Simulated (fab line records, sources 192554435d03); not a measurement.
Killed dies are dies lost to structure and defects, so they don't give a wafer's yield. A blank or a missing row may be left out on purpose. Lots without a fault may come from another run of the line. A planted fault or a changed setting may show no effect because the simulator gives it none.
Chamber matching | flow n5_finfet | N5_SDB_HM_OPEN_20 on rie_diel-02: 4 sister chambers
The step chemistry CH3F/O2, target SiNx, stops on poly-Si, target depth 24 nm. 8 wafers are shown with their chamber, then 7 later ones without.

WAFERS WITH THEIR CHAMBER
wafer  | chamber | drypump_motor_current_A (A) | throttle_valve_pct (%)
L078.3 | 2       | 6.4                         | 16.40
L081.6 | 0       | 5.2                         | 15.76
L083.1 | 1       | 5.5                         | 16.54
L086.1 | 0       | 5.2                         | 15.80
L086.2 | 1       | 5.5                         | 16.56
L086.4 | 3       | 5.1                         | 16.80
L088.2 | 2       | 6.5                         | 16.44
L088.3 | 3       | 5.1                         | 16.83

WAFERS WITHOUT THEIR CHAMBER
wafer  | drypump_motor_current_A (A) | throttle_valve_pct (%)
L088.5 | 6.5                         | 16.45
L090.1 | 5.1                         | 16.84
L090.3 | 5.5                         | 16.57
L090.6 | 5.1                         | 16.82
L093.1 | 6.5                         | 16.47
L093.4 | 5.5                         | 16.59
L093.5 | 5.5                         | 16.57

WHICH CHAMBER EACH WENT THROUGH
wafer  | from the rows above | in truth
L088.5 | 2                   | 2
L090.1 | 3                   | 3
L090.3 | 1                   | 1
L090.6 | 3                   | 3
L093.1 | 2                   | 2
L093.4 | 1                   | 1
L093.5 | 1                   | 1
Placed correctly: 7 of 7. Can't be placed from these rows: 0. Placed wrongly: 0.
How it was worked out, from the rows above alone: a wafer's distance from a chamber is the root of the sum, over the readings, of the square of ((its reading less the chamber's mean) divided by the reading's scatter). The wafer belongs to the nearest chamber; if the next one is less than 2 further off, it can't be placed. A chamber's mean is the mean of its shown wafers. The scatter: the root of (the sum of the squares of (reading less its chamber's mean) over the shown wafers, divided by (wafers less chambers)).
